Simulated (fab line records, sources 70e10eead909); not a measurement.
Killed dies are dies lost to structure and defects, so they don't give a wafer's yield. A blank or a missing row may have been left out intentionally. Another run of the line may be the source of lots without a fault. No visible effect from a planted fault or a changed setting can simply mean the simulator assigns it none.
Problem report, 8D (eight disciplines) form, completed by code -- flow nand harc -- the parts of the form that need people (team, actions taken, sign-off) are left out

== 1. WHAT IS WRONG ==
defect limited yield at NHARC_END_SORT_01 reads a mean of 25.8 % on 6 wafers of 2 lots; wafers without a fault read 91.1 % with a standard deviation of 2.9. Measured from the usual mean, that is -23 standard deviations.
The first sign was on wafer L129.2 at day 30 18:16, on prober-01. The record holds 6 wafers of 2 lots with a number at this step. By rule, "out" or "out of limits" means more than 4 standard deviations away from the usual mean. Any other wafer with a number is counted as sound.

== 2. WHAT IT IS, AND WHAT IT ISN'T ==
question,is,is not
which readings at this step,"defect limited yield, killed at array, killed dies","killed at other, killed at periphery, killed open, killed short"
which lots,"L127, L129",-
which wafers of those lots,all that have a number,-
read on which gauges,"prober-01, prober-02",-
when,from day 30 18:16,up to then (0 sound wafers)

== 3. THE SUSPECTS, EACH WITH WHAT RULES IT OUT ==
Counting: a tool at any process step up to the reading remains a suspect when it ran all the lots that are out and ran no sound lot after the first of those.
- the gauge at NHARC_END_SORT_01 is ruled out. 2 gauges (prober-01, prober-02) read the wafers that are out.
- ecd cu-01 at NHARC_A_M1_ECD_22 (material Cu, target thk 400 nm): kept. It ran every lot that is out, first L127 (day 29 05:38), and no sound lot after that.
After counting, what remains is ecd cu-01 at NHARC_A_M1_ECD_22.

== 4. THE CAUSE (what the simulator had put in) ==
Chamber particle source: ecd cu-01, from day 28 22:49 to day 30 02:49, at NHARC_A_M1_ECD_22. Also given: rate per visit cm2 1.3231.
This tool alone remained once counting was done.

== 5. SEQUENCE OF EFFECTS, ordered by route ==
Rows list readings where the struck wafers' mean (over those with a number) sits beyond 3 standard deviations from the usual. Only readings whose record carries a usual standard deviation are examined. hours: median over the lots of the time between each lot's start at the first step of this table that gives one and its start at this step. sigmas: the change, counted in usual standard deviations.
hours,step,reading,usual,on struck wafers,change,sigmas
0,NHARC_END_SORT_01,defect limited yield,91.1 %,25.8,-65.3,-23
0,NHARC_END_SORT_01,killed at array,55,501,+446,+22
0,NHARC_END_SORT_01,killed dies,60,503,+443,+22

== 6. WHAT WOULD HAVE CAUGHT IT SOONER ==
In this record the first reading out of limits at a measuring or inspecting step was taken at day 30 18:16, 43 hours after the fault began at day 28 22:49.
By day 30 18:16, every lot that is out (2) had started NHARC_A_M1_ECD_22 on ecd cu-01. Holding the tool at that point would not have protected any of them.
